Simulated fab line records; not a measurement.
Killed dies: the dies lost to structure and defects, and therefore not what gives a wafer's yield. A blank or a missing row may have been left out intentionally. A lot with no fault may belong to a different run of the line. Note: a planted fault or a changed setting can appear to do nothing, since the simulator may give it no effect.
Matching of chambers :: flow n5 finfet :: 4 sister chambers for N5_STI_FIN_REVEAL_ALD_14 on ald sin-02
The step deposits Si3N4, target thk 3 nm. 8 wafers are shown with their chamber, then 8 later ones without.

WAFERS PAIRED WITH THEIR CHAMBERS
wafer: L080.1
chamber: 2
heater power w (W): 852

wafer: L085.2
chamber: 0
heater power w (W): 720

wafer: L085.3
chamber: 1
heater power w (W): 821

wafer: L085.4
chamber: 3
heater power w (W): 744

wafer: L086.2
chamber: 2
heater power w (W): 839

wafer: L086.3
chamber: 1
heater power w (W): 880

wafer: L086.5
chamber: 3
heater power w (W): 732

wafer: L087.2
chamber: 0
heater power w (W): 732

WAFERS WITHOUT THEIR CHAMBER
wafer: L087.3
heater power w (W): 747

wafer: L087.6
heater power w (W): 869

wafer: L090.2
heater power w (W): 723

wafer: L090.5
heater power w (W): 723

wafer: L090.6
heater power w (W): 876

wafer: L096.2
heater power w (W): 720

wafer: L096.4
heater power w (W): 837

wafer: L096.5
heater power w (W): 882

WHICH CHAMBER EACH WENT THROUGH
wafer: L087.3
from the rows above: can't be placed: 3 or 0
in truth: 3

wafer: L087.6
from the rows above: can't be placed: 1 or 2
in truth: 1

wafer: L090.2
from the rows above: can't be placed: 0 or 3
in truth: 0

wafer: L090.5
from the rows above: can't be placed: 0 or 3
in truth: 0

wafer: L090.6
from the rows above: can't be placed: 1 or 2
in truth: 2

wafer: L096.2
from the rows above: can't be placed: 0 or 3
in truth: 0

wafer: L096.4
from the rows above: can't be placed: 2 or 1
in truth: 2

wafer: L096.5
from the rows above: can't be placed: 1 or 2
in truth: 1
Correctly placed: 0 of 8. Can't be placed from these rows: 8 (the true chamber is among the candidates in 8). Placed wrongly: 0.
How it was worked out, from the rows above alone: a wafer's distance from a chamber is the root of the sum, over the readings, of the square of ((its reading less the chamber's mean) divided by the reading's scatter). If the next closest chamber is less than 2 further off than the closest, the wafer can't be placed; otherwise it belongs to the closest. Each chamber's mean is taken over the wafers shown for it. The scatter: the root of (the sum of the squares of (reading less its chamber's mean) over the shown wafers, divided by (wafers less chambers)).
